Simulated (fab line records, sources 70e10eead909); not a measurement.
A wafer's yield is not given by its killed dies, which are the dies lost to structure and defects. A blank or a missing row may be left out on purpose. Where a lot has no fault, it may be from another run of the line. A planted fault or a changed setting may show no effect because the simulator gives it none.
Matching of chambers    flow nand harc    3 sister chambers for NHARC_P_CONTACT_DEP_30 on pecvd-01
The step deposits SiNx, target thk 30 nm. 30 wafers are shown with their chamber, then 12 later ones without.

## EACH WAFER AND ITS CHAMBER
wafer   chamber  heater power w (W)  heater power outer w (W)
L074.2  2        675                 410
L074.3  1        790                 470
L074.6  0        774                 456
L076.2  1        811                 484
L076.5  0        742                 444
L076.6  2        641                 415
L075.3  0        668                 373
L075.4  1        786                 462
L075.5  2        588                 352
L078.3  0        762                 430
L078.4  1        830                 488
L078.5  0        757                 431
L079.2  1        750                 422
L079.3  2        636                 378
L079.6  2        627                 388
L081.1  1        812                 447
L081.2  0        790                 461
L081.6  0        775                 458
L083.2  0        677                 379
L083.3  1        842                 497
L083.4  2        619                 370
L087.2  2        561                 344
L087.3  2        566                 335
L087.5  1        805                 459
L088.2  2        631                 390
L088.4  0        760                 448
L088.5  2        639                 398
L091.1  2        579                 342
L091.5  2        578                 345
L091.6  0        758                 431

SIGNATURES (averages over the wafers above)
reading               chamber 0  chamber 1  chamber 2  scatter within a chamber
heater power w        746.30     803.25     611.67     36.1
heater power outer w  431.10     466.12     372.25     28.3
Rule: for a wafer and a chamber, the distance is found by dividing, reading by reading, the gap between the wafer's reading and the chamber's mean by the reading's scatter, squaring, summing and taking the root. The wafer belongs to the nearest chamber; if the next one is less than 2 further off, it can't be placed. The scatter is the square root of a quotient: the sum, over the shown wafers, of each reading's squared deviation from its chamber's mean, divided by wafers minus chambers.

## WAFERS WHOSE CHAMBER IS MISSING
wafer   heater power w (W)  heater power outer w (W)
L093.2  678                 421
L093.3  782                 442
L093.6  787                 452
L092.1  713                 417
L092.4  720                 426
L092.6  672                 405
L096.1  727                 399
L096.2  709                 403
L096.3  629                 376
L097.2  773                 431
L097.3  618                 382
L097.5  760                 434

## WHICH CHAMBER EACH ONE RAN IN
wafer   from the rows above           in truth
L093.2  can't be placed: 0 or 2 or 1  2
L093.3  can't be placed: 1 or 0       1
L093.6  can't be placed: 1 or 0       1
L092.1  can't be placed: 0 or 1       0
L092.4  can't be placed: 0 or 1       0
L092.6  can't be placed: 2 or 0       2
L096.1  can't be placed: 0 or 1       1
L096.2  can't be placed: 0 or 2       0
L096.3  2                             2
L097.2  can't be placed: 0 or 1       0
L097.3  2                             2
L097.5  can't be placed: 0 or 1       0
Placed correctly: 2 of 12. From these rows, 10 cannot be placed; in 10 the true chamber is one of the candidates. Number placed wrongly: 0.
